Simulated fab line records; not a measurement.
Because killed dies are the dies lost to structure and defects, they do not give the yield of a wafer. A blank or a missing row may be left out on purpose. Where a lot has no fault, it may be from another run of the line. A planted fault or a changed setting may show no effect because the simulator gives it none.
Chamber matching -- flow n5Finfet -- 4 sister chambers for N5_SPACER0_ALD_08 on aldSin-04
The step deposits SiNx, target thk 2 nm. 14 wafers are shown with their chamber, then 7 later ones without.

== WAFERS WITH THEIR CHAMBER ==
wafer,chamber,heaterPowerW (W)
L074.1,1,958
L074.2,3,740
L074.3,0,974
L074.4,2,947
L074.5,0,971
L074.6,3,728
L083.1,2,923
L083.4,0,983
L083.6,1,932
L086.1,0,988
L086.2,1,948
L086.6,0,1009
L088.1,3,716
L088.3,2,949

SIGNATURES (averages over the wafers above)
reading,chamber 0,chamber 1,chamber 2,chamber 3,scatter within a chamber
heaterPowerW,985.00,946.00,939.67,728.00,14
Rule: for each reading, subtract the chamber's mean from the wafer's reading, divide by that reading's scatter and square the result; add these up over the readings and take the root, which gives the wafer's distance from the chamber. If the next closest chamber is less than 2 further off than the closest, the wafer can't be placed; otherwise it belongs to the closest. The scatter: the root of (the sum of the squares of (reading less its chamber's mean) over the shown wafers, divided by (wafers less chambers)).

== WAFERS WITH NO CHAMBER GIVEN ==
wafer,heaterPowerW (W)
L088.5,710
L089.1,972
L089.5,946
L089.6,983
L094.1,952
L094.4,718
L094.5,980

== EACH ONE'S CHAMBER ==
wafer,from the rows above,in truth
L088.5,3,3
L089.1,can't be placed: 0 or 1 or 2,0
L089.5,can't be placed: 1 or 2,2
L089.6,0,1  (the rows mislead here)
L094.1,can't be placed: 1 or 2 or 0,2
L094.4,3,3
L094.5,0,0
Correct placement for 3 of the 7. Unplaceable from these rows: 3, with the true chamber sitting among the candidates in 3. Number placed wrongly: 1.
